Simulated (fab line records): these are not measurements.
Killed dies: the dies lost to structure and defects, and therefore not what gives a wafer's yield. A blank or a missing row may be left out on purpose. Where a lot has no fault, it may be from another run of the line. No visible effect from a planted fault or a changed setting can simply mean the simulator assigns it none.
Struck lot and sound lot, side by side + flow n5_finfet + 25 out of 1938 route steps
Sound: wafers L523.2, L523.4, L523.6. Struck: wafer L511.4; the same lot's L511.1 was not struck, so it is left out; see the end for the cause.
Order at every step that has rows: each side's tool, ch and its chambers, its first start. Under that, the readings that differ: sound wafers + struck wafers + difference of the means + sigmas: that difference in standard deviations of wafers without a fault.
alike: readings with means less than 2 such deviations apart, plus words and numbers identical on both sides. not compared: withheld readings, readings lacking a value on some wafer, bounds such as >300 that could conceal the same value, and numbers that have no deviation in the record and whose values overlap.
The two part at a step that has a row with sigmas, a row that says differs or no value, or rows on one side only. When numbers do not overlap yet have no deviation, they are printed without sigmas and do not part them. A reading missing from all wafers of one side parts the sides only when that side holds two or more wafers.

first, 10 steps without rows for these wafers: N5_SD_EPI_N_PRECLEAN_24 (cleans in O3/DIW, time 60 s); N5_SD_EPI_N_SRD_25 (time 30 s); N5_SD_EPI_N_PRECLEAN_49 (cleans in NF3:NH3, afs cycles 1, time 20 s, sublimation time 60 s); N5_SD_EPI_N_LINER_46 (material SiNx, target thk 3 nm); N5_SD_EPI_P_COAT_34 (time 60 s, resist thk 350 nm); N5_SD_EPI_P_COAT_35 (time 60 s, resist thk 35 nm); N5_SD_EPI_P_COAT_03 (resist thk 150 nm); N5_SD_EPI_P_EBR_05; N5_SD_EPI_P_SOFTBAKE_04 (time 60 s); N5_SD_EPI_P_EXPOSE_06 (exposes mask SD P BLK, target cd 240 nm).
N5_SD_EPI_P_PEB_07: peb time 60 s.
  sound on litho_track-02 ch 0, day 8 02:48; struck on litho_track-04 ch 0, day 4 22:49
| reading                  | sound             | struck | difference | sigmas |
|--------------------------|-------------------|--------|------------|--------|
| heater_power_total_W (W) | 174.5 176.4 177.4 | 202.9  | +26.8      | +17    |
  not compared: plate_temp_C
then, 1 step without rows for these wafers: N5_SD_EPI_P_DEVELOP_08 (develop time 30 s).
N5_SD_EPI_P_CD_MEAS_09: target cd 240 nm.
  sound on cd_sem-01 ch 0, day 8 02:52; struck on cd_sem-01 ch 0, day 4 22:52
| reading    | sound             | struck | difference | sigmas |
|------------|-------------------|--------|------------|--------|
| cd_nm (nm) | 240.4 241.1 240.5 | 230.4  | -10.3      | -17    |
N5_SD_EPI_P_DESCUM_14: chemistry O2, time 7.9 s.
  sound on rie_diel-06 ch 0,1, day 8 03:01; struck on rie_diel-06 ch 2, day 4 22:58
| reading                   | sound           | struck | difference | sigmas |
|---------------------------|-----------------|--------|------------|--------|
| model.SD_EPI_P.cd_nm (nm) | 240.4 241 240.4 | 230.4  | -10.2      |        |
  alike: drypump_motor_current_A, oes_product_au, rf_vpp_V, showerhead_plenum_p_Torr, throttle_valve_pct
  not compared: rf_hours_counter_h
then, 7 steps without rows for these wafers: N5_SD_EPI_P_ETCH_36 (etches SiARC in CF4, target depth 45.5 nm, time 75.8 s); N5_SD_EPI_P_ETCH_37 (etches SOC in N2/H2, overetch 108 nm, time 486 s); N5_SD_EPI_P_STRIP_38 (strips in N2/H2); N5_SD_EPI_P_ETCHBACK_46 (etches SiNx in CH3F/O2, stops on SiO2, target depth 17.5 nm); N5_SD_EPI_P_ETCH_47 (etches SiOCN in CH3F/O2, target depth 25 nm); N5_SD_EPI_P_ETCH_16 (etches SiO2 in CHF3/O2, target depth 5 nm); N5_SD_EPI_P_STRIP_50 (strips in CHF3/O2).
N5_SD_EPI_P_SD_RECESS_17: chemistry HBr/Cl2/O2, target depth 39.1 nm, bt time 3 s.
  sound on rie_si-03 ch 0,1,2, day 8 03:43; struck on rie_si-02 ch 0, day 4 23:39
| reading                   | sound             | struck | difference | sigmas |
|---------------------------|-------------------|--------|------------|--------|
| model.SD_EPI_P.cd_nm (nm) | 240.6 240.2 240.6 | 230.6  | -9.9       |        |
  alike: drypump_motor_current_A, mfc_cl2_sccm, oes_product_au, throttle_valve_pct
  not compared: rf_hours_counter_h
then, 1 step without rows for these wafers: N5_SD_EPI_P_WET_ETCH_45 (etches SiO2 in dHF, time 10.7 s, target depth 2 nm, rinse time 30 s).
-- record jumps: 5 days separate the struck wafers' starts on either side; left off in module SD_EPI_P, taken up again in module BEOL_M4, whose first shown step is the route's number 1111 --
N5_BEOL_M4_RC_MEAS_101:
  sound on prober-02 ch 0, day 12 22:56; struck on prober-01 ch 0, day 9 22:17
| reading       | sound       | struck | difference | sigmas |
|---------------|-------------|--------|------------|--------|
| ION_P (uA/um) | 455 454 448 | 470    | +18        | +2     |
  alike: DIBL_N, DIBL_P, IOFF_N, IOFF_P, ION_N, SS_N, SS_P, VT_N, VT_P
-- a jump in the record: the struck wafers' starts before and after are 5 days apart (it breaks off in module BEOL_M4 and resumes in module PASSIVATION, where the first step shown is number 1936 of the route) --
N5_PASSIVATION_PROBE_49:
  record: rows for the struck wafers here (prober-01, day 14 11:52), none for the sound ones

## WHERE THEY PART
At N5_SD_EPI_P_PEB_07 first; at N5_PASSIVATION_PROBE_49 last (within this record only).

WHY: what had been put in by the simulator
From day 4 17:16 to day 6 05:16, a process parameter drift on litho_track-04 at N5_SD_EPI_P_PEB_07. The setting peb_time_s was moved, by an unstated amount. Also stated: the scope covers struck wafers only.
